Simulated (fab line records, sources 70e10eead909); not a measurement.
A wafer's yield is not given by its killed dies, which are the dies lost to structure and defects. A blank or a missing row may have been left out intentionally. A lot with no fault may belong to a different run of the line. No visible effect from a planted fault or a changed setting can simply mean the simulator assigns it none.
Chamber matching || flow nand-harc || cmp-04 running NHARC_A_DECK1_JOINT_CMP_13: 4 sister chambers
The step polishes, target thk 51.023 nm. 4 wafers are shown with their chamber, then 9 later ones without.

## WAFERS WITH THEIR CHAMBER
{"wafer": "L085.1", "chamber": 0, "motor-current-A (A)": 11.3}
{"wafer": "L086.3", "chamber": 1, "motor-current-A (A)": 11.6}
{"wafer": "L086.4", "chamber": 3, "motor-current-A (A)": 13.3}
{"wafer": "L086.6", "chamber": 2, "motor-current-A (A)": 11.3}

## WAFERS WITH NO CHAMBER GIVEN
{"wafer": "L089.2", "motor-current-A (A)": 11.1}
{"wafer": "L089.3", "motor-current-A (A)": 12.0}
{"wafer": "L089.5", "motor-current-A (A)": 11.5}
{"wafer": "L092.4", "motor-current-A (A)": 11.4}
{"wafer": "L092.5", "motor-current-A (A)": 11.6}
{"wafer": "L092.6", "motor-current-A (A)": 11.7}
{"wafer": "L093.4", "motor-current-A (A)": 11.5}
{"wafer": "L093.5", "motor-current-A (A)": 11.2}
{"wafer": "L093.6", "motor-current-A (A)": 12.9}

## WHICH CHAMBER EACH WENT THROUGH
{"wafer": "L089.2", "from the rows above": "can't be placed: 0 or 2 or 1", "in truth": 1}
{"wafer": "L089.3", "from the rows above": "can't be placed: 1 or 0 or 2", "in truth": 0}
{"wafer": "L089.5", "from the rows above": "can't be placed: 1 or 0 or 2", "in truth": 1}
{"wafer": "L092.4", "from the rows above": "can't be placed: 0 or 2 or 1", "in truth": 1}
{"wafer": "L092.5", "from the rows above": "can't be placed: 1 or 0 or 2", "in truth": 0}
{"wafer": "L092.6", "from the rows above": "can't be placed: 1 or 0 or 2", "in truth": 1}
{"wafer": "L093.4", "from the rows above": "can't be placed: 1 or 0 or 2", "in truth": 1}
{"wafer": "L093.5", "from the rows above": "can't be placed: 0 or 2 or 1", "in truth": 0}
{"wafer": "L093.6", "from the rows above": 3, "in truth": 3}
Placed correctly: 1 of 9. Unplaceable from these rows: 8, with the true chamber sitting among the candidates in 8. Number placed wrongly: 0.
How it was worked out, from the rows above alone: a wafer's distance from a chamber is the root of the sum, over the readings, of the square of ((its reading less the chamber's mean) divided by the reading's scatter). If the next closest chamber is less than 2 further off than the closest, the wafer can't be placed; otherwise it belongs to the closest. Each chamber's mean is taken over the wafers shown for it. The scatter: root of mean squared gap, hidden wafer to nearest shown wafer, with one shown wafer a chamber.
